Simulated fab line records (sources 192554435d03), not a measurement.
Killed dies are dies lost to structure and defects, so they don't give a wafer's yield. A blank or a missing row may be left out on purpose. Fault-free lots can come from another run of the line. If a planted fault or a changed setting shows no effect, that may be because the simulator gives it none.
Chamber matching ; flow n5 finfet ; uv cure-03 running N5_BEOL_M5_CURE_79: 3 sister chambers
The step cures SiCOH lowk, time 240 s. 14 wafers are shown with their chamber, then 7 later ones without.

## EACH WAFER AND ITS CHAMBER
wafer;chamber;wafer_temp_C_max;lamp power pct (%)
L079.2;0;386.6;52.31
L079.3;0;386.0;52.36
L079.4;0;387.4;52.38
L081.3;0;386.2;52.35
L081.5;0;386.7;52.21
L081.6;0;386.5;52.38
L083.3;2;387.2;52.35
L083.4;2;387.3;52.34
L083.5;2;387.3;52.29
L088.1;1;387.6;52.31
L088.2;1;387.0;52.33
L088.4;1;387.2;52.43
L089.3;0;386.2;52.29
L089.4;0;386.4;52.27

SIGNATURES (means of the wafers above)
reading;chamber 0;chamber 1;chamber 2;scatter within a chamber
wafer_temp_C_max;386.500;387.267;387.267;0.368
lamp power pct;52.3188;52.3567;52.3267;0.0569
Rule: a wafer lies at a distance from a chamber equal to the root of the sum of squares, over the readings, of (its reading less the chamber's mean, divided by the reading's scatter). If the next closest chamber is less than 2 further off than the closest, the wafer can't be placed; otherwise it belongs to the closest. The scatter is the square root of a quotient: the sum, over the shown wafers, of each reading's squared deviation from its chamber's mean, divided by wafers minus chambers.

## WAFERS WITHOUT THEIR CHAMBER
wafer;wafer_temp_C_max;lamp power pct (%)
L089.6;386.5;52.37
L091.3;387.6;52.38
L091.5;387.5;52.25
L091.6;388.0;52.17
L097.4;386.6;52.35
L097.5;387.8;52.31
L097.6;388.0;52.21

## WHICH CHAMBER EACH ONE RAN IN
wafer;from the rows above;in truth
L089.6;can't be placed: 0 or 1 or 2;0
L091.3;can't be placed: 1 or 2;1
L091.5;can't be placed: 2 or 1 or 0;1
L091.6;can't be placed: 2 or 1 or 0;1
L097.4;can't be placed: 0 or 1 or 2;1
L097.5;can't be placed: 2 or 1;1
L097.6;can't be placed: 2 or 1 or 0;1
Correctly placed: 0 of 7. Unplaceable from these rows: 7, with the true chamber sitting among the candidates in 7. Number placed wrongly: 0.
